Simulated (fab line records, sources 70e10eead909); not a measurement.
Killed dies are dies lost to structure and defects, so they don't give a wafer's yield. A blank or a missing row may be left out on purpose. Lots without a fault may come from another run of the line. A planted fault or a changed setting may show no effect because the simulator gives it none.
A struck lot beside a sound one | flow nand_harc | 18 steps out of a route of 1159
Sound: wafers L702.2, L702.4, L702.5. Struck: wafers L699.2, L699.4, L699.5. The cause comes at the end.
At each step with rows: each side's tool, then ch and its chambers, then its first start. Under that, the readings that differ: sound wafers | struck wafers | difference of the means | sigmas: that difference in standard deviations of wafers without a fault.
alike: readings whose means differ by less than 2 such deviations, and words and numbers that are the same on both sides. not compared: withheld readings, readings that some wafer has no value for, bounds like >300 that may hide the same value, and numbers for which the record gives no deviation and whose values overlap.
The two part at a step that has a row with sigmas, a row that says differs or no value, or rows on one side only. Numbers that don't overlap but have no deviation are shown without sigmas and don't part them. A reading that every wafer of one side lacks parts them only if that side has two wafers or more.

NHARC_P_ZERO_WELL_CD_MEAS_24: target cd 720 nm.
  sound on cd_sem-01 ch 0, day 4 14:35; struck on cd_sem-02 ch 0, day 3 20:36
  reading    | sound             | struck            | difference | sigmas
  cd_nm (nm) | 722.5 722.9 723.1 | 716.0 720.3 717.7 | -4.8       | -2
then, 1 step without rows for these wafers: NHARC_P_ZERO_WELL_HARDBAKE_25 (time 80 s).
NHARC_P_ZERO_WELL_DESCUM_26: chemistry O2, time 3 s.
  sound on rie_diel-04 ch 1,2, day 4 14:44; struck on rie_diel-13 ch 0,2,3, day 3 20:46
  reading               | sound             | struck            | difference | sigmas
  oes_product_au (a.u.) | 0.988 0.990 0.981 | 0.995 1.024 1.038 | +0.033     | +2
  alike: drypump_motor_current_A, o2_flow_sccm, rf_vpp_V, showerhead_plenum_p_Torr, throttle_valve_pct
  not compared: rf_hours_counter_h
then, 9 steps without rows for these wafers: NHARC_P_ZERO_WELL_IMPLANT_27; NHARC_P_ZERO_WELL_IMPLANT_57; NHARC_P_ZERO_WELL_IMPLANT_58; NHARC_P_ZERO_WELL_STRIP_28 (strips in SPM, time 840 s); NHARC_P_ZERO_WELL_DEHYDRATE_29 (time 120 s); NHARC_P_ZERO_WELL_HMDS_30 (time 30 s); NHARC_P_ZERO_WELL_COAT_31; NHARC_P_ZERO_WELL_SOFTBAKE_32 (time 95 s); NHARC_P_ZERO_WELL_EBR_33.
NHARC_P_ZERO_WELL_EXPOSE_34: exposes mask P PWELL, target cd 720 nm.
  sound on krf_scanner-03 ch 0, day 4 16:04; struck on krf_scanner-02 ch 0, day 3 21:58
  reading              | sound                | struck               | difference | sigmas
  exposure_dose_mJ_cm2 | 22.300 22.329 22.307 | 32.867 32.887 32.828 | +10.549    | +99 or more
  alike: mask
then, 2 steps without rows for these wafers: NHARC_P_ZERO_WELL_PEB_35 (peb time 85 s); NHARC_P_ZERO_WELL_DEVELOP_36 (time 70 s).
NHARC_P_ZERO_WELL_CD_MEAS_37: target cd 720 nm.
  sound on cd_sem-03 ch 0, day 4 16:13; struck on cd_sem-02 ch 0, day 3 22:08
  reading    | sound             | struck            | difference | sigmas
  cd_nm (nm) | 718.3 719.5 721.2 | 785.5 786.0 789.1 | +67.2      | +27
then, 2 steps without rows for these wafers: NHARC_P_ZERO_WELL_HARDBAKE_38 (time 80 s); NHARC_END_SORT_01.

WHERE THEY PART
First at NHARC_P_ZERO_WELL_CD_MEAS_24; last, within this record, at NHARC_P_ZERO_WELL_CD_MEAS_37.

WHY: what the simulator had put in
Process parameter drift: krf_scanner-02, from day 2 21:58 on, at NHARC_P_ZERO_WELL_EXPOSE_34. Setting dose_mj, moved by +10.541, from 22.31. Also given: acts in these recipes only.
